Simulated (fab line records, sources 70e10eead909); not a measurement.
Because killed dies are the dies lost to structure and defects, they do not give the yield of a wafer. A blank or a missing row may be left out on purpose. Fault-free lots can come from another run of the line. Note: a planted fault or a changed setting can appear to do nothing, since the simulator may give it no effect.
What tool caused it? / flow nandHarc / Sampling: 14 lots, 42 wafers, 4 of 1159 route steps

WHAT EACH GAUGE READ, for each wafer
The record lacks any reading of a measuring or inspecting step that a usual standard deviation could be used to judge.

TOOL THAT RAN EACH LOT (tool first, then ch and the chambers of the sampled wafers, then the start)
lot=L779; NHARC_P_GATE_DEGAS_109=pvdSputter-02, day 5 17:34; NHARC_P_CONTACT_DEGAS_38=pvdSputter-02, day 5 21:54; NHARC_P_CONTACT_CVD_23=cvdW-02 ch 0,1, day 6 06:51 or earlier; NHARC_P_M0_STRIP_18=rieDiel-01 ch 2,3, day 6 06:51
lot=L778; NHARC_P_GATE_DEGAS_109=pvdSputter-03, day 5 18:35; NHARC_P_CONTACT_DEGAS_38=pvdSputter-01, day 5 22:52; NHARC_P_CONTACT_CVD_23=cvdW-01 ch 0,1, day 6 07:33 or earlier; NHARC_P_M0_STRIP_18=rieDiel-13 ch 0,1,3, day 6 07:33
lot=L777; NHARC_P_GATE_DEGAS_109=pvdSputter-03, day 5 19:15; NHARC_P_CONTACT_DEGAS_38=pvdSputter-01, day 5 23:46; NHARC_P_CONTACT_CVD_23=cvdW-01 ch 0,1, day 6 08:07 or earlier; NHARC_P_M0_STRIP_18=rieDiel-13 ch 0,2,3, day 6 08:07
lot=L780; NHARC_P_GATE_DEGAS_109=pvdSputter-02, day 6 05:32; NHARC_P_CONTACT_DEGAS_38=pvdSputter-03, day 6 09:56; NHARC_P_CONTACT_CVD_23=cvdW-01 ch 0,1, day 6 17:17 or earlier; NHARC_P_M0_STRIP_18=rieDiel-01 ch 0,2,3, day 6 17:17
lot=L781; NHARC_P_GATE_DEGAS_109=pvdSputter-03, day 6 06:07; NHARC_P_CONTACT_DEGAS_38=pvdSputter-02, day 6 10:32; NHARC_P_CONTACT_CVD_23=cvdW-01 ch 0,1, day 6 17:53 or earlier; NHARC_P_M0_STRIP_18=rieDiel-06 ch 0,2, day 6 17:53
lot=L782; NHARC_P_GATE_DEGAS_109=pvdSputter-03, day 6 13:17; NHARC_P_CONTACT_DEGAS_38=pvdSputter-02, day 6 17:43; NHARC_P_CONTACT_CVD_23=cvdW-02 ch 0,1, day 7 01:04 or earlier; NHARC_P_M0_STRIP_18=rieDiel-06 ch 1,2, day 7 01:04
lot=L788; NHARC_P_GATE_DEGAS_109=pvdSputter-02, day 8 20:08; NHARC_P_CONTACT_DEGAS_38=pvdSputter-01, day 9 00:35; NHARC_P_CONTACT_CVD_23=cvdW-01 ch 0,1, day 9 03:38 or earlier; NHARC_P_M0_STRIP_18=rieDiel-13 ch 1,2, day 9 03:38
lot=L792; NHARC_P_GATE_DEGAS_109=pvdSputter-01, day 9 12:13; NHARC_P_CONTACT_DEGAS_38=pvdSputter-02, day 9 16:55; NHARC_P_CONTACT_CVD_23=cvdW-01 ch 0,1, day 9 22:09 or earlier; NHARC_P_M0_STRIP_18=rieDiel-13 ch 0,3, day 9 22:09
lot=L793; NHARC_P_GATE_DEGAS_109=pvdSputter-01, day 9 15:08; NHARC_P_CONTACT_DEGAS_38=pvdSputter-02, day 9 19:34; NHARC_P_CONTACT_CVD_23=cvdW-01 ch 0,1, day 10 01:31 or earlier; NHARC_P_M0_STRIP_18=rieDiel-13 ch 1,2,3, day 10 01:31
lot=L795; NHARC_P_GATE_DEGAS_109=pvdSputter-01, day 10 00:49; NHARC_P_CONTACT_DEGAS_38=pvdSputter-03, day 10 05:04; NHARC_P_CONTACT_CVD_23=cvdW-01 ch 0,1, day 10 12:13 or earlier; NHARC_P_M0_STRIP_18=rieDiel-13 ch 0,1,3, day 10 12:13
lot=L797; NHARC_P_GATE_DEGAS_109=pvdSputter-01, day 10 08:40; NHARC_P_CONTACT_DEGAS_38=pvdSputter-01, day 10 12:54; NHARC_P_CONTACT_CVD_23=cvdW-01 ch 0,1, day 10 16:05 or earlier; NHARC_P_M0_STRIP_18=rieDiel-13 ch 1,2,3, day 10 16:05
lot=L798; NHARC_P_GATE_DEGAS_109=pvdSputter-02, day 10 16:13; NHARC_P_CONTACT_DEGAS_38=pvdSputter-01, day 10 20:29; NHARC_P_CONTACT_CVD_23=cvdW-02 ch 0,1, day 10 23:26 or earlier; NHARC_P_M0_STRIP_18=rieDiel-01 ch 1,2,3, day 10 23:26
lot=L799; NHARC_P_GATE_DEGAS_109=pvdSputter-01, day 10 22:38; NHARC_P_CONTACT_DEGAS_38=pvdSputter-03, day 11 02:59; NHARC_P_CONTACT_CVD_23=cvdW-02 ch 0,1, day 11 05:58 or earlier; NHARC_P_M0_STRIP_18=rieDiel-01 ch 0,2, day 11 05:58
lot=L800; NHARC_P_GATE_DEGAS_109=pvdSputter-02, day 11 00:49; NHARC_P_CONTACT_DEGAS_38=pvdSputter-02, day 11 05:07; NHARC_P_CONTACT_CVD_23=cvdW-02 ch 0,1, day 11 08:04 or earlier; NHARC_P_M0_STRIP_18=rieDiel-13 ch 0,3, day 11 08:04
- NHARC_P_GATE_DEGAS_109: time 60 s.
- NHARC_P_CONTACT_DEGAS_38: time 60 s.
- NHARC_P_CONTACT_CVD_23: deposits W, target thk 200 nm, time 557 s.
- NHARC_P_M0_STRIP_18: strips in N2/H2.

WHAT THE TOOLS THEMSELVES READ (means of the sampled wafers that have a number; where no wafer has one, the mark that the record gives instead)
NHARC_P_GATE_DEGAS_109. Usual: heaterPowerW reads 432 W (standard deviation 35).
lot=L779; tool=pvdSputter-02; heaterPowerW (W)=459; flag=
lot=L778; tool=pvdSputter-03; heaterPowerW (W)=418; flag=
lot=L777; tool=pvdSputter-03; heaterPowerW (W)=412; flag=
lot=L780; tool=pvdSputter-02; heaterPowerW (W)=471; flag=
lot=L781; tool=pvdSputter-03; heaterPowerW (W)=426; flag=
lot=L782; tool=pvdSputter-03; heaterPowerW (W)=389; flag=
lot=L788; tool=pvdSputter-02; heaterPowerW (W)=444; flag=
lot=L792; tool=pvdSputter-01; heaterPowerW (W)=429; flag=
lot=L793; tool=pvdSputter-01; heaterPowerW (W)=423; flag=
lot=L795; tool=pvdSputter-01; heaterPowerW (W)=418; flag=
lot=L797; tool=pvdSputter-01; heaterPowerW (W)=425; flag=
lot=L798; tool=pvdSputter-02; heaterPowerW (W)=458; flag=
lot=L799; tool=pvdSputter-01; heaterPowerW (W)=431; flag=
lot=L800; tool=pvdSputter-02; heaterPowerW (W)=433; flag=

NHARC_P_CONTACT_DEGAS_38. Usual: heaterPowerW reads 432 W (standard deviation 36).
lot=L779; tool=pvdSputter-02; heaterPowerW (W)=471; flag=
lot=L778; tool=pvdSputter-01; heaterPowerW (W)=419; flag=
lot=L777; tool=pvdSputter-01; heaterPowerW (W)=403; flag=
lot=L780; tool=pvdSputter-03; heaterPowerW (W)=456; flag=
lot=L781; tool=pvdSputter-02; heaterPowerW (W)=464; flag=
lot=L782; tool=pvdSputter-02; heaterPowerW (W)=418; flag=
lot=L788; tool=pvdSputter-01; heaterPowerW (W)=410; flag=
lot=L792; tool=pvdSputter-02; heaterPowerW (W)=467; flag=
lot=L793; tool=pvdSputter-02; heaterPowerW (W)=461; flag=
lot=L795; tool=pvdSputter-03; heaterPowerW (W)=459; flag=
lot=L797; tool=pvdSputter-01; heaterPowerW (W)=423; flag=
lot=L798; tool=pvdSputter-01; heaterPowerW (W)=423; flag=
lot=L799; tool=pvdSputter-03; heaterPowerW (W)=423; flag=
lot=L800; tool=pvdSputter-02; heaterPowerW (W)=435; flag=

NHARC_P_CONTACT_CVD_23. Usual: heaterPowerOuterW 270 W, standard deviation 23; heaterPowerW 471 W, standard deviation 41; throttleValvePct 7.9 %, standard deviation 0.38.
lot=L779; tool=cvdW-02; heaterPowerOuterW (W)=293; heaterPowerW (W)=517; throttleValvePct (%)=7.9; flag=
lot=L778; tool=cvdW-01; heaterPowerOuterW (W)=249; heaterPowerW (W)=437; throttleValvePct (%)=8.1; flag=
lot=L777; tool=cvdW-01; heaterPowerOuterW (W)=260; heaterPowerW (W)=459; throttleValvePct (%)=7.7; flag=
lot=L780; tool=cvdW-01; heaterPowerOuterW (W)=251; heaterPowerW (W)=426; throttleValvePct (%)=8.1; flag=
lot=L781; tool=cvdW-01; heaterPowerOuterW (W)=261; heaterPowerW (W)=451; throttleValvePct (%)=7.7; flag=
lot=L782; tool=cvdW-02; heaterPowerOuterW (W)=287; heaterPowerW (W)=513; throttleValvePct (%)=7.9; flag=
lot=L788; tool=cvdW-01; heaterPowerOuterW (W)=264; heaterPowerW (W)=463; throttleValvePct (%)=7.7; flag=
lot=L792; tool=cvdW-01; heaterPowerOuterW (W)=263; heaterPowerW (W)=458; throttleValvePct (%)=7.9; flag=
lot=L793; tool=cvdW-01; heaterPowerOuterW (W)=265; heaterPowerW (W)=454; throttleValvePct (%)=8.0; flag=
lot=L795; tool=cvdW-01; heaterPowerOuterW (W)=260; heaterPowerW (W)=460; throttleValvePct (%)=7.8; flag=
lot=L797; tool=cvdW-01; heaterPowerOuterW (W)=254; heaterPowerW (W)=434; throttleValvePct (%)=8.1; flag=
lot=L798; tool=cvdW-02; heaterPowerOuterW (W)=291; heaterPowerW (W)=509; throttleValvePct (%)=7.7; flag=
lot=L799; tool=cvdW-02; heaterPowerOuterW (W)=289; heaterPowerW (W)=507; throttleValvePct (%)=7.8; flag=
lot=L800; tool=cvdW-02; heaterPowerOuterW (W)=296; heaterPowerW (W)=504; throttleValvePct (%)=7.7; flag=

NHARC_P_M0_STRIP_18. Usual: chamberPressureMTorr 30.000 mTorr, standard deviation 0.027; drypumpMotorCurrentA 5.7 A, standard deviation 0.53; oesProductAu 1.000 a.u., standard deviation 0.012; rfVppV 90.8 V, standard deviation 0.88; showerheadPlenumPTorr 2.06 Torr, standard deviation 0.083; throttleValvePct 14.171 %, standard deviation 0.0092.
lot=L779; tool=rieDiel-01; chamberPressureMTorr (mTorr)=30.004; drypumpMotorCurrentA (A)=5.8; oesProductAu (a.u.)=1.010; rfVppV (V)=90.9; showerheadPlenumPTorr (Torr)=1.99; throttleValvePct (%)=14.168; flag=
lot=L778; tool=rieDiel-13; chamberPressureMTorr (mTorr)=30.006; drypumpMotorCurrentA (A)=5.3; oesProductAu (a.u.)=0.983; rfVppV (V)=90.8; showerheadPlenumPTorr (Torr)=2.08; throttleValvePct (%)=14.171; flag=
lot=L777; tool=rieDiel-13; chamberPressureMTorr (mTorr)=30.007; drypumpMotorCurrentA (A)=5.4; oesProductAu (a.u.)=0.995; rfVppV (V)=90.8; showerheadPlenumPTorr (Torr)=2.04; throttleValvePct (%)=14.173; flag=
lot=L780; tool=rieDiel-01; chamberPressureMTorr (mTorr)=29.979; drypumpMotorCurrentA (A)=6.0; oesProductAu (a.u.)=1.007; rfVppV (V)=90.9; showerheadPlenumPTorr (Torr)=2.01; throttleValvePct (%)=14.175; flag=
lot=L781; tool=rieDiel-06; chamberPressureMTorr (mTorr)=29.994; drypumpMotorCurrentA (A)=5.8; oesProductAu (a.u.)=1.001; rfVppV (V)=90.0; showerheadPlenumPTorr (Torr)=2.04; throttleValvePct (%)=14.167; flag=
lot=L782; tool=rieDiel-06; chamberPressureMTorr (mTorr)=29.998; drypumpMotorCurrentA (A)=5.9; oesProductAu (a.u.)=0.995; rfVppV (V)=90.8; showerheadPlenumPTorr (Torr)=1.98; throttleValvePct (%)=14.167; flag=
lot=L788; tool=rieDiel-13; chamberPressureMTorr (mTorr)=-; drypumpMotorCurrentA (A)=-; oesProductAu (a.u.)=-; rfVppV (V)=-; showerheadPlenumPTorr (Torr)=-; throttleValvePct (%)=-; flag=OFF
lot=L792; tool=rieDiel-13; chamberPressureMTorr (mTorr)=-; drypumpMotorCurrentA (A)=-; oesProductAu (a.u.)=-; rfVppV (V)=-; showerheadPlenumPTorr (Torr)=-; throttleValvePct (%)=-; flag=OFF
lot=L793; tool=rieDiel-13; chamberPressureMTorr (mTorr)=30.024; drypumpMotorCurrentA (A)=5.4; oesProductAu (a.u.)=1.006; rfVppV (V)=90.5; showerheadPlenumPTorr (Torr)=2.08; throttleValvePct (%)=14.170; flag=
lot=L795; tool=rieDiel-13; chamberPressureMTorr (mTorr)=30.010; drypumpMotorCurrentA (A)=5.4; oesProductAu (a.u.)=0.996; rfVppV (V)=91.2; showerheadPlenumPTorr (Torr)=2.08; throttleValvePct (%)=14.168; flag=
lot=L797; tool=rieDiel-13; chamberPressureMTorr (mTorr)=30.019; drypumpMotorCurrentA (A)=5.4; oesProductAu (a.u.)=1.002; rfVppV (V)=90.4; showerheadPlenumPTorr (Torr)=2.08; throttleValvePct (%)=14.168; flag=
lot=L798; tool=rieDiel-01; chamberPressureMTorr (mTorr)=30.002; drypumpMotorCurrentA (A)=5.6; oesProductAu (a.u.)=1.001; rfVppV (V)=90.6; showerheadPlenumPTorr (Torr)=2.07; throttleValvePct (%)=14.175; flag=
lot=L799; tool=rieDiel-01; chamberPressureMTorr (mTorr)=29.958; drypumpMotorCurrentA (A)=6.0; oesProductAu (a.u.)=1.010; rfVppV (V)=89.7; showerheadPlenumPTorr (Torr)=1.94; throttleValvePct (%)=14.174; flag=
lot=L800; tool=rieDiel-13; chamberPressureMTorr (mTorr)=30.008; drypumpMotorCurrentA (A)=5.0; oesProductAu (a.u.)=1.003; rfVppV (V)=90.3; showerheadPlenumPTorr (Torr)=2.06; throttleValvePct (%)=14.171; flag=

THE ANSWER, worked out from the rows above alone
Rule: take the mean of a lot's wafers that have a number; if it is more than 3 standard deviations from the usual mean, the lot is off. Also off: a lot with no number at a reading for which 4 or more lots have one. Where the step has rows for the other lots, those lots are counted as sound. Order of review: gauges by route order, followed by the tools' own readings, for which a lot's mean as printed above is used. The first step at which some lot is off is used, and at that step the reading that is off furthest; a lot without a number counts as furthest.
Off at NHARC_P_M0_STRIP_18 (chamberPressureMTorr): L788, L792. Without a number there: L788, L792.
A tool fits if, at that step or a process step before it, it ran every lot that is off, and no sound lot after the first of them. NHARC_P_CONTACT_CVD_23 gives no start for some lots, so the hours and the order of its lots are those of NHARC_P_M0_STRIP_18. None of those tried fits.

WHAT THE SIMULATOR HAD PUT IN
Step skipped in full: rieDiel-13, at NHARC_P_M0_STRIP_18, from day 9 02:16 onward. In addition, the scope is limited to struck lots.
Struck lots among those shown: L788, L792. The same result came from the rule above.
